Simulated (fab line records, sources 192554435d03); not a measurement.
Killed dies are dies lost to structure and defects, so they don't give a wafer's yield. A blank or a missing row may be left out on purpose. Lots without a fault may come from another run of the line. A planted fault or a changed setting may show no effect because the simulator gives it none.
Chamber matching | flow n5_finfet | N5_BEOL_M3_DEP_57 on pecvd-03: 3 sister chambers
The step deposits SiCN from 3MS/NH3, target thk 8 nm, time 14 s. 3 wafers are shown with their chamber, then 10 later ones without.

WAFERS WITH THEIR CHAMBER
wafer  | chamber | throttle_valve_pct (%)
L079.3 | 1       | 9.6
L085.2 | 2       | 8.1
L085.3 | 0       | 9.2

WAFERS WITHOUT THEIR CHAMBER
wafer  | throttle_valve_pct (%)
L085.4 | 7.8
L089.1 | 8.7
L089.4 | 9.1
L089.5 | 8.2
L090.2 | 9.4
L090.3 | 8.9
L090.5 | 8.2
L091.3 | 9.7
L091.4 | 9.1
L091.5 | 9.6

WHICH CHAMBER EACH WENT THROUGH
wafer  | from the rows above          | in truth
L085.4 | 2                            | 2
L089.1 | can't be placed: 0 or 2 or 1 | 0
L089.4 | can't be placed: 0 or 1      | 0
L089.5 | 2                            | 2
L090.2 | can't be placed: 1 or 0      | 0
L090.3 | can't be placed: 0 or 1      | 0
L090.5 | 2                            | 2
L091.3 | can't be placed: 1 or 0      | 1
L091.4 | can't be placed: 0 or 1      | 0
L091.5 | can't be placed: 1 or 0      | 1
Placed correctly: 3 of 10. Can't be placed from these rows: 7 (the true chamber is among the candidates in 7). Placed wrongly: 0.
How it was worked out, from the rows above alone: a wafer's distance from a chamber is the root of the sum, over the readings, of the square of ((its reading less the chamber's mean) divided by the reading's scatter). The wafer belongs to the nearest chamber; if the next one is less than 2 further off, it can't be placed. A chamber's mean is the mean of its shown wafers. The scatter: with one shown wafer a chamber, the root of the mean of the squares of how far each hidden wafer lies from its nearest shown one.
